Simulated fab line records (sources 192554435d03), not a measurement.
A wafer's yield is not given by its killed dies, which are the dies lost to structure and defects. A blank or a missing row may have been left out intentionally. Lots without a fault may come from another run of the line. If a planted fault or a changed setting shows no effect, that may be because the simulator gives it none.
Chamber matching ; flow n5_finfet ; rie_diel-06 running N5_BEOL_M6_VIA_ETCH_34: 4 sister chambers
The step etches SiCOH lowk in C4F6/O2, target depth 126.3 nm, time 50.9 s. 4 wafers are shown with their chamber, then 9 later ones without.

WAFERS, EACH WITH ITS CHAMBER
wafer;chamber;drypump_motor_current_A (A)
L085.2;3;6.0
L085.3;2;4.9
L091.1;1;5.8
L091.5;0;5.8

WAFERS WHOSE CHAMBER IS MISSING
wafer;drypump_motor_current_A (A)
L092.2;5.7
L092.4;6.0
L092.6;4.9
L094.1;6.0
L094.2;5.7
L094.4;5.8
L095.4;4.9
L095.5;6.0
L095.6;5.7

EACH ONE'S CHAMBER
wafer;from the rows above;in truth
L092.2;can't be placed: 0 or 1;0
L092.4;3;3
L092.6;2;2
L094.1;3;3
L094.2;can't be placed: 0 or 1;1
L094.4;can't be placed: 0 or 1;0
L095.4;2;2
L095.5;3;3
L095.6;can't be placed: 0 or 1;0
Correctly placed: 5 of 9. Can't be placed from these rows: 4 (the true chamber is among the candidates in 4). Wrongly placed: 0.
How it was worked out, from the rows above alone: a wafer's distance from a chamber is the root of the sum, over the readings, of the square of ((its reading less the chamber's mean) divided by the reading's scatter). The wafer belongs to the nearest chamber; if the next one is less than 2 further off, it can't be placed. Each chamber's mean is taken over the wafers shown for it. The scatter: root of mean squared gap, hidden wafer to nearest shown wafer, with one shown wafer a chamber.
